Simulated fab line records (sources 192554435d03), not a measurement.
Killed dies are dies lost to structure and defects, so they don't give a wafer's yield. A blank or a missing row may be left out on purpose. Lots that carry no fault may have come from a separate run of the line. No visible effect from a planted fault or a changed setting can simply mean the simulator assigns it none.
A struck lot beside a sound one -- flow n5_finfet -- 17 out of 1938 route steps
Sound: wafers L831.3, L831.4, L831.5. Struck: wafer L837.4. (L837.3 of the same lot was not struck and is left out.) The cause comes at the end.
At each step with rows: each side's tool, then ch and its chambers, then its first start. Under that, the readings that differ: sound wafers -- struck wafers -- difference of the means -- sigmas: that difference in standard deviations of wafers without a fault.
alike: a reading whose means differ by less than 2 such deviations, as well as words and numbers matching on both sides. not compared: withheld readings; readings where some wafer has no value; bounds like >300 that might hide an equal value; numbers whose values overlap and for which the record gives no deviation.
Wherever a step has rows on one side only, a row that says differs or no value, or a row with sigmas, the two part there. When numbers do not overlap yet have no deviation, they are printed without sigmas and do not part them. A reading that every wafer of one side lacks parts them only if that side has two wafers or more.

first, 1 step without rows for these wafers: N5_BEOL_M15_ETCH_61 (etches BARC in N2/H2, target depth 89 nm, overetch 26.7 nm, time 67.9 s).
N5_BEOL_M15_TRENCH_ETCH_34: etches SiO2 in C4F8/O2/Ar, target depth 872.93 nm, time 199 s.
  sound on rie_diel-02 ch 2,3, day 12 13:27; struck on rie_diel-02 ch 0, day 14 02:29
reading,sound,struck,difference,sigmas
he_inner_torr (Torr),15.01 14.95 15.05,15.07,+0.07,+2
mfc_ar_sccm (sccm),403.3 399.1 402.4,398.8,-2.8,-2
  alike: O2_flow_sccm, drypump_motor_current_A, he_outer_torr, oes_f_703_au, oes_product_au, rf_vpp_V, showerhead_plenum_p_Torr, throttle_valve_pct
  not compared: rf_hours_counter_h
N5_BEOL_M15_STRIP_36: strips in O2.
  sound on rie_diel-04 ch 1,2,3, day 12 18:23; struck on rie_diel-02 ch 0, day 14 03:55
  alike: drypump_motor_current_A, oes_product_au, rf_vpp_V, showerhead_plenum_p_Torr, throttle_valve_pct
  not compared: rf_hours_counter_h
then, 1 step without rows for these wafers: N5_BEOL_M15_STRIP_62 (strips in O2).
N5_BEOL_M15_STRIP_37: strips in O2.
  sound: rie_diel-04 ch 1,2,3; struck: rie_diel-02 ch 0
  alike: drypump_motor_current_A, oes_product_au, rf_vpp_V, showerhead_plenum_p_Torr, throttle_valve_pct
  not compared: rf_hours_counter_h
then, 3 steps without rows for these wafers: N5_BEOL_M15_ETCH_38 (etches SiCN in CF4/N2, target depth 106.4 nm, time 120.5 s); N5_BEOL_M15_PRECLEAN_39 (cleans in residue remover, time 60 s); N5_BEOL_M15_SRD_40 (time 30 s, dry time 30 s).
N5_BEOL_M15_DEGAS_41: time 60 s.
  struck on pvd_sputter-02, day 14 04:47; sound on pvd_sputter-03, day 12 19:05
  alike: heater_power_w
then, 1 step without rows for these wafers: N5_BEOL_M15_PRE_CLEAN_42 (time 30 s).
N5_BEOL_M15_SPUTTER_43: material TaN, target thk 15 nm, time 24.19 s.
  struck on pvd_sputter-02, day 14 04:52; sound on pvd_sputter-03, day 12 19:10
  alike: throttle_valve_pct
N5_BEOL_M15_SPUTTER_44: material Ta, target thk 15 nm, time 24.19 s.
  struck on pvd_sputter-02, day 14 04:56; sound on pvd_sputter-03, day 12 19:15
reading,sound,struck,difference,sigmas
model.Ta_of_BEOL_M15_SPUTTER_44.thk_nm (nm),15 14.8 15,8.2,-6.7,
  alike: throttle_valve_pct
then, 3 steps without rows for these wafers: N5_BEOL_M15_SPUTTER_45 (material Cu, target thk 100 nm, time 16.67 s); N5_BEOL_M15_ECD_47 (material Cu, target thk 1860 nm); N5_BEOL_M15_ANNEAL_48 (time 90 s).
N5_BEOL_M15_CMP_49: polishes, stops on SiO2, t overpolish 4.9 s, target thk 850 nm.
  sound on cmp-04 ch 2,3, day 12 20:20; struck on cmp-03 ch 2, day 14 05:40
reading,sound,struck,difference,sigmas
barrier_field_endpoint_s (s),11.40 11.43 11.07,8.82,-2.48,-10
  alike: motor_current_A
N5_BEOL_M15_THK_MEAS_50: measures by xrf.
  struck on film_metro-01, day 14 05:58; sound on film_metro-02, day 12 20:38
  alike: M15_THK

WHERE THEY PART
First at N5_BEOL_M15_TRENCH_ETCH_34; last, within this record, at N5_BEOL_M15_CMP_49. Later steps at which nothing parts them and some readings are alike: N5_BEOL_M15_THK_MEAS_50.

WHY: what the simulator had put in
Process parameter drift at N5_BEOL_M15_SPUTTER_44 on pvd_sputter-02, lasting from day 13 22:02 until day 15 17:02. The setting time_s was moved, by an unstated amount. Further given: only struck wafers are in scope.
